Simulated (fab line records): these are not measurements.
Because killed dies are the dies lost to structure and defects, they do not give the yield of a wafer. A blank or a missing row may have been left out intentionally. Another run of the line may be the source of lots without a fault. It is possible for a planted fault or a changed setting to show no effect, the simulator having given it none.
fab line records    flow n5-finfet
record: lots: 12  wafers: 33  last-day: 16
route steps=1938 shown BEOL_M5@1159
lots that met no fault: from a run of the same line without faults
start-h: start of the lot's first displayed wafer, in hours after the record's first day    wait-h: how many hours have passed since the lot's step before this one    " identical to the entry in the row above    L1.1+2: a row that stands for several wafers    - no value, or no start was given    * or withheld: withheld    < > ~ a bound
route shown NAME@n: a module of which the file shows steps, and the number in the route of the first    usual: average and standard deviation across the fault-free wafers    same: alike in all rows    chamber/n: place in a boat    sites: readings site by site    _std_site: standard deviation of those values    _edge_site: mean of outer sites minus mean of inner sites    radius-mm: for every site, how far away it sits from the centre of the wafer    mask NAME#n: copy n    behind: the tool/chamber that last shaped the wafer    hold: what put the lot on hold/how long, in hours/how the hold closed    device: which transistor (n, p or np) failed to switch    end of line: tests run on the same wafers once the route is complete    a step with no rows: only its recipe    killed: dies lost to structure and defects at the first sort, not the wafer's yield    map: dies across one wafer; x = killed, . = not, _ = none there
set.NAME: the setting that was run; set.NAME@STEP: the one run at that earlier step    model.NAME: the simulator's own value behind a step, which no gauge read
a sample of lots followed through the steps of the route, with each step as a table and each wafer as a row
services: from which hour (start-h, from the record's first day; less than 0 if before it) a tool's chamber was out of use, for how many hours, and why
== steps ==
step: N5_BEOL_M5_STRIP_36
recipe: chemistry: N2/H2  power-w: 450  temp-c: 40  pressure-mtorr: 20  rf-frequency-hz: 6e+07  overash-fraction: 0.3  bias-power-w: 7  h2-frac: 0.5  n2-flow-sccm: 200  h2-flow-sccm: 200
usual: drypump-motor-current-A: 5.8/0.43  n2-flow-sccm: 200.0/0.73  oes-product-au: 0.81/0.064  rf-vpp-V: 59.0/1.5  showerhead-plenum-p-Torr: 2.55/0.091  throttle-valve-pct: 23.55/0.25
lot.wafer  tool         chamber  start-h  wait-h  drypump-motor-current-A  n2-flow-sccm  oes-product-au  rf-hours-counter-h  rf-vpp-V  showerhead-plenum-p-Torr  throttle-valve-pct
L713.2     rie-diel-01  1        180.44   0.0     6.3                      200.5         0.84            60                  62.2      2.48                      23.63
L713.3     "            3        "        "       6.0                      201.0         0.77            148                 56.4      2.53                      23.21
L713.5     "            1        "        "       6.4                      200.2         0.85            -                   60.5      2.48                      23.60
L715.1     rie-diel-05  1        183.08   0.0     6.1                      200.0         0.78            110                 58.2      2.45                      23.62
L715.2     "            2        "        "       5.3                      200.2         0.79            110                 58.6      2.58                      23.91
L715.5     "            0        "        "       5.9                      200.4         0.96            -                   57.8      2.60                      23.80
L714.2     rie-diel-05  0        190.59   0.0     5.9                      200.6         0.95            12                  57.8      2.60                      23.81
L714.3     "            1        "        "       6.1                      199.4         0.79            112                 58.7      2.44                      23.59
L714.4     "            3        "        "       6.3                      199.4         0.71            226                 62.4      2.61                      23.68
L716.1     rie-diel-01  3        195.60   0.0     6.0                      200.6         0.78            154                 59.6      2.53                      23.23
L716.2     "            2        "        "       5.1                      199.9         0.79            108                 57.8      2.45                      23.72
L716.3     "            1        "        "       6.3                      200.7         0.85            65                  58.8      2.47                      23.62
L717.2     rie-diel-01  3        198.13   0.0     6.0                      199.5         0.78            155                 58.7      2.53                      23.21
L717.3     "            2        "        "       5.2                      201.6         0.80            109                 59.4      2.45                      23.74
L717.6     "            3        "        "       6.0                      198.5         0.77            -                   58.3      2.53                      23.22
L718.1     rie-diel-01  2        209.17   0.0     5.1                      199.2         0.79            114                 59.2      2.44                      23.74
L718.4     "            3        "        "       6.0                      200.2         0.77            -                   58.8      2.53                      23.23
L718.5     "            2        "        "       5.2                      199.2         0.79            -                   57.5      2.45                      23.78
L719.2     rie-diel-04  3        212.61   0.0     5.8                      200.5         0.93            8                   59.5      2.69                      23.33
L719.3     "            1        "        "       5.9                      200.0         0.85            60                  58.8      2.69                      23.76
L719.6     "            1        "        "       5.9                      200.3         0.85            -                   59.8      2.69                      23.74
L721.2     rie-diel-04  3        233.02   0.0     5.7                      201.2         0.91            14                  61.7      2.69                      23.35
L721.3     "            0        "        "       5.1                      199.9         0.75            172                 56.4      2.51                      23.33
L721.5     "            0        "        "       5.1                      199.3         0.74            -                   58.4      2.51                      23.30
L724.2     rie-diel-01  1        254.00   0.0     6.3                      200.7         0.81            89                  62.2      2.46                      23.67
L724.6     "            1        "        "       6.3                      200.1         0.81            -                   57.4      2.46                      23.63
L726.4     rie-diel-01  3        259.76   0.0     6.0                      200.1         0.75            179                 57.4      2.52                      23.23
L726.5     "            3        "        "       6.0                      200.4         0.76            -                   60.0      2.52                      23.23
L729.3     rie-diel-04  0        267.94   0.0     5.1                      199.5         0.73            184                 59.9      2.50                      23.34
L729.4     "            1        "        "       5.9                      198.7         0.83            -                   58.6      2.68                      23.78
L729.5     "            3        "        "       5.7                      200.0         0.90            -                   60.6      2.68                      23.36
L728.2     rie-diel-04  1        270.60   0.0     5.9                      198.9         0.82            79                  59.5      2.68                      23.78
L728.6     "            1        "        "       5.9                      199.6         0.82            -                   60.8      2.68                      23.75
step: N5_BEOL_M5_ETCH_41
recipe: chemistry: CH3F/O2  target: SiCN  target-depth-a: 315  taper-deg: 2  time-s: 56.7  ion-energy-ev: 120  mask-material: TiN  pressure-mtorr: 30  source-w: 395  bias-w: 75  Ar_flow_sccm: 150  CH3F_flow_sccm: 30  O2_flow_sccm: 20
usual: drypump-motor-current-A: 5.8/0.42  oes-product-au: 0.81/0.062  rf-vpp-V: 297.6/1.6  showerhead-plenum-p-Torr: 2.02/0.067  throttle-valve-pct: 16.27/0.17
lot.wafer  tool         chamber  start-h  wait-h  drypump-motor-current-A  oes-product-au  rf-hours-counter-h  rf-vpp-V  showerhead-plenum-p-Torr  throttle-valve-pct
L713.2     rie-diel-01  1        -        -       6.3                      0.84            60                  296.6     1.95                      16.03
L713.3     "            3        "        "       6.0                      0.77            148                 297.1     2.02                      16.30
L713.5     "            1        "        "       6.3                      0.84            -                   295.1     1.95                      16.03
L715.1     rie-diel-05  1        -        -       6.2                      0.79            110                 295.7     1.95                      16.43
L715.2     "            2        "        "       5.3                      0.80            110                 297.1     2.01                      16.46
L715.5     "            0        "        "       5.9                      0.93            -                   298.3     2.04                      16.14
L714.2     rie-diel-05  0        -        -       5.9                      0.93            12                  297.5     2.04                      16.16
L714.3     "            1        "        "       6.1                      0.79            112                 296.9     1.94                      16.45
L714.4     "            3        "        "       6.2                      0.71            226                 296.7     2.04                      16.34
L716.1     rie-diel-01  3        -        -       6.0                      0.77            154                 298.1     2.02                      16.30
L716.2     "            2        "        "       5.1                      0.80            108                 297.1     1.95                      16.43
L716.3     "            1        "        "       6.3                      0.84            65                  296.8     1.95                      16.05
L717.2     rie-diel-01  3        -        -       6.0                      0.77            155                 298.0     2.02                      16.33
L717.3     "            2        "        "       5.2                      0.79            109                 295.7     1.95                      16.43
L717.6     "            3        "        "       6.0                      0.77            -                   297.8     2.02                      16.30
L718.1     rie-diel-01  2        -        -       5.1                      0.80            114                 296.4     1.94                      16.44
L718.4     "            3        "        "       6.0                      0.77            -                   297.7     2.01                      16.31
L718.5     "            2        "        "       5.1                      0.80            -                   296.7     1.94                      16.44
L719.2     rie-diel-04  3        -        -       5.7                      0.94            8                   299.7     2.13                      16.04
L719.3     "            1        "        "       5.8                      0.84            60                  300.3     2.11                      16.28
L719.6     "            1        "        "       5.8                      0.85            -                   299.5     2.11                      16.30
L721.2     rie-diel-04  3        -        -       5.8                      0.91            14                  300.4     2.13                      16.06
L721.3     "            0        "        "       5.1                      0.74            172                 295.4     2.00                      16.31
L721.5     "            0        "        "       5.1                      0.75            -                   295.5     2.00                      16.33
L724.2     rie-diel-01  1        -        -       6.3                      0.81            89                  294.7     1.94                      16.09
L724.6     "            1        "        "       6.3                      0.80            -                   296.0     1.94                      16.09
L726.4     rie-diel-01  3        -        -       6.0                      0.75            179                 296.8     2.01                      16.36
L726.5     "            3        "        "       6.0                      0.75            -                   296.8     2.01                      16.34
L729.3     rie-diel-04  0        -        -       5.1                      0.74            184                 296.6     1.99                      16.33
L729.4     "            1        "        "       5.8                      0.82            -                   299.7     2.10                      16.31
L729.5     "            3        "        "       5.7                      0.89            -                   300.7     2.12                      16.08
L728.2     rie-diel-04  1        -        -       5.8                      0.82            79                  299.5     2.10                      16.31
L728.6     "            1        "        "       5.8                      0.82            -                   299.8     2.10                      16.31
step: N5_BEOL_M5_CVD_47
recipe: material: Co  target-thk-a: 30  temp-c: withheld  precursor: CCTBA/H2  pressure-torr: 30  time-s: 216
usual: run-length-s: 238.8/0.41
lot.wafer  tool       chamber  start-h  wait-h  run-length-s
L713.2     cvd-co-02  2        182.08   0.0     238.2
L713.3     "          1        "        "       238.4
L713.5     "          1        "        "       238.2
L715.1     cvd-co-02  2        184.42   0.0     238.7
L715.2     "          1        "        "       238.8
L715.5     "          1        "        "       239.0
L714.2     cvd-co-02  0        192.58   0.1     238.7
L714.3     "          2        "        "       238.6
L714.4     "          0        "        "       239.0
L716.1     cvd-co-02  0        197.12   0.1     238.6
L716.2     "          1        "        "       238.6
L716.3     "          2        "        "       239.3
L717.2     cvd-co-01  2        200.94   0.0     238.8
L717.3     "          2        "        "       238.7
L717.6     "          2        "        "       238.7
L718.1     cvd-co-02  2        210.53   0.0     239.1
L718.4     "          1        "        "       238.6
L718.5     "          2        "        "       238.3
L719.2     cvd-co-01  0        214.14   0.0     238.9
L719.3     "          2        "        "       238.8
L719.6     "          2        "        "       238.7
L721.2     cvd-co-02  1        236.46   0.1     238.5
L721.3     "          2        "        "       238.2
L721.5     "          1        "        "       238.5
L724.2     cvd-co-02  0        255.30   0.0     238.8
L724.6     "          2        "        "       303.3
L726.4     cvd-co-02  1        262.01   0.3     303.6
L726.5     "          0        "        "       238.7
L729.3     cvd-co-01  1        270.66   0.0     239.1
L729.4     "          1        "        "       239.9
L729.5     "          2        "        "       239.4
L728.2     cvd-co-02  1        272.52   0.3     238.4
L728.6     "          2        "        "       303.7
step: N5_BEOL_M5_ANNEAL_49
recipe: temp-c: 400  time-s: 1800  ambient: vacuum
usual: heater-power-w: 802/94
lot.wafer  tool            chamber  start-h  wait-h  heater-power-w
L713.2     pvd-sputter-03  -        182.38   0.0     971
L713.3     "               -        "        "       700
L713.5     "               -        "        "       872
L715.1     pvd-sputter-02  -        184.66   0.0     671
L715.2     "               -        "        "       920
L715.5     "               -        "        "       666
L714.2     pvd-sputter-03  -        192.85   0.0     692
L714.3     "               -        "        "       940
L714.4     "               -        "        "       860
L716.1     pvd-sputter-01  -        197.35   0.0     839
L716.2     "               -        "        "       781
L716.3     "               -        "        "       823
L717.2     pvd-sputter-03  -        201.31   0.0     670
L717.3     "               -        "        "       703
L717.6     "               -        "        "       988
L718.1     pvd-sputter-01  -        210.84   0.0     851
L718.4     "               -        "        "       809
L718.5     "               -        "        "       795
L719.2     pvd-sputter-03  -        214.47   0.0     861
L719.3     "               -        "        "       672
L719.6     "               -        "        "       698
L721.2     pvd-sputter-01  -        236.94   0.0     784
L721.3     "               -        "        "       786
L721.5     "               -        "        "       809
L724.2     pvd-sputter-03  -        255.68   0.0     850
L724.6     "               -        "        "       862
L726.4     pvd-sputter-03  -        263.61   0.0     878
L726.5     "               -        "        "       690
L729.3     pvd-sputter-03  -        270.92   0.0     683
L729.4     "               -        "        "       715
L729.5     "               -        "        "       847
L728.2     pvd-sputter-02  -        272.91   0.0     709
L728.6     "               -        "        "       960
== services ==
tool         chamber  start-h  hours  kind
rie-diel-04  3        176.15   -      clean
rie-diel-04  3        176.15   -      consumable-replace:focus-ring
rie-diel-04  3        176.15   -      consumable-replace:showerhead
rie-diel-04  3        176.15   12.3   scheduled-down
rie-diel-04  3        176.15   12.3   vent-cycle
cvd-co-01    1        199.28   -      clean
cvd-co-01    1        199.28   22.0   scheduled-down
cvd-co-01    1        199.28   22.0   vent-cycle
rie-diel-04  0        202.29   6.5    repair
rie-diel-05  2        205.97   1.6    repair
rie-diel-05  -        216.89   0.8    repair
rie-diel-04  2        233.69   4.1    repair
rie-diel-04  2        252.40   19.3   repair
== key ==
first-sign: step: N5_BEOL_M5_CVD_47  reading: run-length-s  direction: up  sigmas: 99+  usual: *  struck: *
effect none on later readings
met-at N5_BEOL_M5_CVD_47
struck-lots L724,L726,L728
struck-wafers L724.6,L726.4,L728.6
not-acting-at N5_BEOL_M5_STRIP_36,N5_BEOL_M5_ETCH_41,N5_BEOL_M5_ANNEAL_49
onset-between 236.46 255.30
fault: kind: process-parameter-drift  tool: cvd-co-02  chamber: -  onset-h: 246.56  steps: N5_BEOL_M5_CVD_47  channel: time-s  offset: *  shape: step  end-h: 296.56  scope: struck-wafers-only  acts-in: *  stated: *
